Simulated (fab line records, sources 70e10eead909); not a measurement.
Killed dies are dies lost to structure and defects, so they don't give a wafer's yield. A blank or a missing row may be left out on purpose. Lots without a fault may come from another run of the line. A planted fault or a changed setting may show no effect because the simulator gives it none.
A struck lot beside a sound one | flow nand_harc | 17 steps out of a route of 1159
Sound: wafers L142.2, L142.4, L142.5. Struck: wafers L158.2, L158.4, L158.5. The cause comes at the end.
At each step with rows: each side's tool, then ch and its chambers, then its first start. Under that, the readings that differ: sound wafers | struck wafers | difference of the means | sigmas: that difference in standard deviations of wafers without a fault.
alike: readings whose means differ by less than 2 such deviations, and words and numbers that are the same on both sides. not compared: withheld readings, readings that some wafer has no value for, bounds like >300 that may hide the same value, and numbers for which the record gives no deviation and whose values overlap.
The two part at a step that has a row with sigmas, a row that says differs or no value, or rows on one side only. Numbers that don't overlap but have no deviation are shown without sigmas and don't part them. A reading that every wafer of one side lacks parts them only if that side has two wafers or more.

first, 2 steps without rows for these wafers: NHARC_P_STI_SRD_39; NHARC_P_STI_OXIDE_40 (material SiO2, target thk 10 nm, ox time 1362 s).
NHARC_P_STI_INSPECT_25:
  sound on defect_inspect-01, day 3 23:08; struck on defect_inspect-01, day 7 15:25
  alike: raw_defect_count
then, 9 steps without rows for these wafers: NHARC_P_GATE_ETCH_69 (etches SiO2 in dHF, target depth 14 nm); NHARC_P_GATE_PRECLEAN_70 (cleans in SC1); NHARC_P_GATE_SRD_01; NHARC_P_GATE_OXIDE_02 (material SiO2, target thk 37.5 nm, ox time 365 s); NHARC_P_GATE_DEHYDRATE_03 (time 120 s); NHARC_P_GATE_HMDS_04 (time 30 s); NHARC_P_GATE_COAT_05; NHARC_P_GATE_SOFTBAKE_06 (time 95 s); NHARC_P_GATE_EBR_07.
NHARC_P_GATE_EXPOSE_08: exposes mask P HV.
  sound on krf_scanner-04 ch 0, day 4 07:14; struck on krf_scanner-04 ch 0, day 7 23:36
  reading              | sound                | struck                     | difference | sigmas
  mask                 | P_HV#0 P_HV#0 P_HV#0 | P_HVPW#0 P_HVPW#0 P_HVPW#0 | differs    |
  focus_offset_nm (nm) | 0.0 -0.7 -0.9        | 0.8 1.1 1.4                | +1.6       | +3
then, 2 steps without rows for these wafers: NHARC_P_GATE_PEB_09 (peb time 85 s); NHARC_P_GATE_DEVELOP_10 (time 70 s).
NHARC_P_GATE_CD_MEAS_11: target cd 1640 nm.
  sound on cd_sem-02 ch 0, day 4 07:23; struck on cd_sem-03 ch 0, day 7 23:46
  reading    | sound                | struck | difference                    | sigmas
  cd_nm (nm) | 1641.3 1639.2 1638.7 | - - -  | no value on the struck wafers |
then, 1 step without rows for these wafers: NHARC_P_GATE_HARDBAKE_12 (time 80 s).

WHERE THEY PART
First at NHARC_P_GATE_EXPOSE_08; last, within this record, at NHARC_P_GATE_CD_MEAS_11.

WHY: what the simulator had put in
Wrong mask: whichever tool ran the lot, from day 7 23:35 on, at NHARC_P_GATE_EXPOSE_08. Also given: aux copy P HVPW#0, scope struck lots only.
